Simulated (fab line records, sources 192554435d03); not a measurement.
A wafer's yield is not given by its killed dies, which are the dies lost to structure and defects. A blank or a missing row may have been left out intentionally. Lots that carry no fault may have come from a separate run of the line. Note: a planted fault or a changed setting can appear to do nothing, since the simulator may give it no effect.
Matching of chambers / flow n5-finfet / 4 sister chambers for N5_MOL_CONTACT_COAG_VIA_ETCH_117 on rie-diel-04
The step etches SiO2 in C4F6/O2, target depth 40 nm, overetch 8 nm, time 26 s. 8 wafers are shown with their chamber, then 7 later ones without.

== WAFERS, EACH WITH ITS CHAMBER ==
wafer=L212.3; chamber=0; throttle-valve-pct (%)=41.19; drypump-motor-current-A (A)=5.8
wafer=L214.1; chamber=0; throttle-valve-pct (%)=41.18; drypump-motor-current-A (A)=5.8
wafer=L216.2; chamber=1; throttle-valve-pct (%)=41.62; drypump-motor-current-A (A)=6.1
wafer=L216.6; chamber=1; throttle-valve-pct (%)=41.64; drypump-motor-current-A (A)=6.2
wafer=L217.1; chamber=3; throttle-valve-pct (%)=40.81; drypump-motor-current-A (A)=6.0
wafer=L217.5; chamber=2; throttle-valve-pct (%)=41.31; drypump-motor-current-A (A)=5.3
wafer=L218.1; chamber=3; throttle-valve-pct (%)=40.82; drypump-motor-current-A (A)=6.0
wafer=L218.3; chamber=2; throttle-valve-pct (%)=41.31; drypump-motor-current-A (A)=5.3

== WAFERS MISSING THEIR CHAMBER ==
wafer=L218.5; throttle-valve-pct (%)=41.32; drypump-motor-current-A (A)=5.3
wafer=L219.4; throttle-valve-pct (%)=41.20; drypump-motor-current-A (A)=5.8
wafer=L219.5; throttle-valve-pct (%)=41.20; drypump-motor-current-A (A)=5.7
wafer=L219.6; throttle-valve-pct (%)=40.82; drypump-motor-current-A (A)=6.0
wafer=L224.1; throttle-valve-pct (%)=41.32; drypump-motor-current-A (A)=5.3
wafer=L224.4; throttle-valve-pct (%)=40.82; drypump-motor-current-A (A)=6.0
wafer=L224.6; throttle-valve-pct (%)=41.20; drypump-motor-current-A (A)=5.8

== CHAMBER TAKEN BY EACH ==
wafer=L218.5; from the rows above=2; in truth=2
wafer=L219.4; from the rows above=0; in truth=0
wafer=L219.5; from the rows above=0; in truth=0
wafer=L219.6; from the rows above=3; in truth=3
wafer=L224.1; from the rows above=2; in truth=2
wafer=L224.4; from the rows above=3; in truth=3
wafer=L224.6; from the rows above=0; in truth=0
Correctly placed: 7 of 7. From these rows, 0 cannot be placed. Number placed wrongly: 0.
How it was worked out, from the rows above alone: a wafer's distance from a chamber is the root of the sum, over the readings, of the square of ((its reading less the chamber's mean) divided by the reading's scatter). If the next closest chamber is less than 2 further off than the closest, the wafer can't be placed; otherwise it belongs to the closest. Each chamber's mean is taken over the wafers shown for it. How the scatter is found: for the shown wafers, subtract from each reading the mean of its chamber, square and add these, divide the total by (wafers less chambers), then take the root.
